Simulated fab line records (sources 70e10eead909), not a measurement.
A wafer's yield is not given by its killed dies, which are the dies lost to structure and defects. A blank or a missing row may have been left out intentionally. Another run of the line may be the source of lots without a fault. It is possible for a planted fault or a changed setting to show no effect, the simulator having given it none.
Struck lot and sound lot, side by side ; flow nandHarc ; 18 out of 1302 route steps
Sound: wafers L257.2, L257.3, L257.6. Wafers struck: L252.1, L252.4, L252.5. Last of all comes the cause.
Each step with rows lists, per side, the tool, then ch with its chambers, then its first start. Under that, the readings that differ: sound wafers ; struck wafers ; difference of the means ; sigmas: that difference in standard deviations of wafers without a fault.
alike: same words and numbers on both sides, and readings whose means sit less than 2 such deviations apart. not compared: any withheld reading, any reading some wafer has no value for, any bound like >300 that may hide the same value, and any number with overlapping values for which the record gives no deviation.
Wherever a step has rows on one side only, a row that says differs or no value, or a row with sigmas, the two part there. When numbers do not overlap yet have no deviation, they are printed without sigmas and do not part them. A reading missing from all wafers of one side parts the sides only when that side holds two or more wafers.

first, 6 steps without rows for these wafers: NHARC_THIN_TSV_COAT_27; NHARC_THIN_TSV_SOFTBAKE_28 (time 95 s); NHARC_THIN_TSV_EBR_29; NHARC_THIN_TSV_EXPOSE_30 (exposes mask PAD); NHARC_THIN_TSV_PEB_31 (peb time 85 s); NHARC_THIN_TSV_DEVELOP_32 (time 70 s).
NHARC_THIN_TSV_CD_MEAS_33: target cd 5000 nm.
  sound on cdSem-02 ch 0, day 33 02:47; struck on cdSem-02 ch 0, day 29 22:17
  alike: cdNm
then, 1 step without rows for these wafers: NHARC_THIN_TSV_HARDBAKE_34 (time 80 s).
NHARC_THIN_TSV_DESCUM_35: chemistry O2, time 3 s.
  sound on rieDiel-08 ch 0,1,3, day 33 02:58; struck on rieDiel-03 ch 0,2,3, day 29 22:28
  alike: drypumpMotorCurrentA, oesProductAu, rfVppV, showerheadPlenumPTorr, throttleValvePct
  not compared: rfHoursCounterH
NHARC_THIN_TSV_ETCH_59: etches the open film in Cl2/BCl3, target depth 880 nm, time 138.1 s.
  sound on rieMetal-03 ch 0,1, day 33 03:05; struck on rieMetal-02 ch 1, day 29 22:35
reading;sound;struck;difference;sigmas
throttleValvePct (%);22.269 22.254 22.252;22.274 22.280 22.277;+0.019;+2
  alike: drypumpMotorCurrentA, oesProductAu, rfFwdPowerW
  not compared: rfHoursCounterH
NHARC_THIN_TSV_ETCH_36: etches the open film in Cl2/BCl3, target depth 65 nm, time 18.571 s.
  sound on rieMetal-03 ch 0,1, day 33 03:20; struck on rieMetal-02 ch 0,1, day 29 22:50
reading;sound;struck;difference;sigmas
drypumpMotorCurrentA (A);5.71 6.16 6.15;5.68 5.46 5.44;-0.48;-2
oesProductAu (a.u.);0.983 0.989 0.981;1.008 1.018 1.011;+0.028;+3
  not compared: rfHoursCounterH
NHARC_THIN_TSV_STRIP_56: strips in O2.
  sound on plasmaAsher-02 ch 1, day 33 03:26; struck on plasmaAsher-02 ch 0,1, day 29 22:56
  alike: drypumpMotorCurrentA, heaterPowerW
  not compared: rfHoursCounterH
NHARC_THIN_TSV_STRIP_57: strips in post etch residue remover, time 1200 s.
  sound on wetBench-10 ch 0,1,7, day 33 03:49; struck on wetBench-08 ch 5,6,7, day 29 23:18
NHARC_THIN_TSV_CD_MEAS_37:
  sound: cdSem-03 at day 33 04:14; struck: cdSem-02 at day 29 23:44
  alike: cdNm
then, 1 step without rows for these wafers: NHARC_THIN_TSV_ANNEAL_58 (time 1800 s).
NHARC_THIN_TSV_INSPECT_40:
  sound: defectInspect-02 at day 33 11:21; struck: defectInspect-02 at day 30 03:18
reading;sound;struck;difference;sigmas
rawDefectCount;668 592 544;1071 985 1087;+446;+5
NHARC_END_WLT_00:
  sound: prober-02 at day 33 11:54; struck: prober-02 at day 30 11:11
  alike: VT_DECK1_BOTTOM, VT_DECK1_BOTTOM_INNER, VT_DECK1_MEDIAN_NEAR_BOTTOM, VT_DECK1_MEDIAN_NEAR_BOTTOM_INNER, VT_DECK1_MIDDLE, VT_DECK1_MIDDLE_INNER, VT_DECK1_TOP, VT_DECK1_TOP_INNER, VT_DECK2_BOTTOM, VT_DECK2_BOTTOM_INNER, VT_DECK2_MEDIAN_NEAR_BOTTOM, VT_DECK2_MEDIAN_NEAR_BOTTOM_INNER, VT_DECK2_MIDDLE, VT_DECK2_MIDDLE_INNER, VT_DECK2_TOP, VT_DECK2_TOP_INNER
NHARC_END_SORT_01:
  sound on prober-02 ch 0, day 33 15:09; struck on prober-02 ch 0, day 30 14:08
reading;sound;struck;difference;sigmas
defectLimitedYield (%);92.6 93.6 95.4;83.6 80.9 86.9;-10.1;-4
killedAtOther;0 0 1;66 85 36;+62;+56
killedDies;50 43 31;111 129 89;+68;+4
sort_bin_2_pct (%);2.4 2.4 1.3;6.4 7.2 5.8;+4.4;+4
sort_bin_3_pct (%);0.7 0 0.1;3.7 4.7 1.9;+3.2;+8
sortNPass;627 634 646;566 548 588;-68;-4
sortRimYieldPct (%);95 99 99;82 92 87;-11;-2
sortYieldPct (%);92.6 93.6 95.4;83.6 80.9 86.9;-10.1;-4
  alike: killedAtArray, killedAtPeriphery, killedOpen, killedShort, sort_bin_4_pct

WHERE THEY PART
Last at NHARC_END_SORT_01 as far as this record goes, first at NHARC_THIN_TSV_ETCH_59.

WHY: whatever the simulator had introduced
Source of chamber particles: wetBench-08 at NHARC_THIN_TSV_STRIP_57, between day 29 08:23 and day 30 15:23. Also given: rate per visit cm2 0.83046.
